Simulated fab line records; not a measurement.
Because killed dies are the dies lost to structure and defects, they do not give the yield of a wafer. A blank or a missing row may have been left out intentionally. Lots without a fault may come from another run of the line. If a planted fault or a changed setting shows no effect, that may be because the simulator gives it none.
Matching of chambers ; flow n5_finfet ; 4 sister chambers for N5_BEOL_M0_SAQP_SPACER1_ALD_98 on ald_sin-02
The step deposits SiO2, target thk 12.8 nm, pulse time 1 s, purge time 2 s. 18 wafers are shown with their chamber, then 9 later ones without.

## WAFERS PAIRED WITH THEIR CHAMBERS
wafer;chamber;heater_power_w (W);precursor_pulse_height_rel
L075.2;3;417;0.999
L075.5;0;507;1.013
L075.6;1;568;0.972
L079.1;3;414;1.012
L079.2;1;579;0.981
L079.4;2;461;1.017
L081.1;1;571;0.988
L081.3;0;507;1.015
L081.5;2;470;1.015
L083.1;2;474;1.001
L083.5;3;411;0.991
L083.6;2;458;0.991
L084.3;2;470;0.991
L084.4;2;455;0.986
L084.5;0;511;1.058
L088.2;3;387;0.931
L088.3;0;491;0.993
L088.5;3;405;1.006

SIGNATURES (averages over the wafers above)
reading;chamber 0;chamber 1;chamber 2;chamber 3;scatter within a chamber
heater_power_w;504.00;572.67;464.67;406.80;9.12
precursor_pulse_height_rel;1.01975;0.98033;1.00017;0.98780;0.0232
Rule: distance of a wafer from a chamber = root of the sum over the readings of ((wafer's reading minus chamber's mean) / reading's scatter) squared. The wafer belongs to the nearest chamber; if the next one is less than 2 further off, it can't be placed. The scatter: the root of (the sum of the squares of (reading less its chamber's mean) over the shown wafers, divided by (wafers less chambers)).

## WAFERS MISSING THEIR CHAMBER
wafer;heater_power_w (W);precursor_pulse_height_rel
L092.2;543;1.018
L092.4;391;0.999
L092.6;525;0.958
L093.2;396;1.038
L093.5;498;1.003
L093.6;546;1.007
L097.1;394;1.037
L097.2;501;1.022
L097.6;507;1.029

## WHICH CHAMBER EACH WENT THROUGH
wafer;from the rows above;in truth
L092.2;can't be placed: 1 or 0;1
L092.4;3;3
L092.6;can't be placed: 0 or 1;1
L093.2;3;3
L093.5;0;0
L093.6;can't be placed: 1 or 0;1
L097.1;3;3
L097.2;0;0
L097.6;0;0
Placed correctly: 6 of 9. Not placeable from these rows: 3 (in 3, the candidates include the true chamber). Wrongly placed: 0.
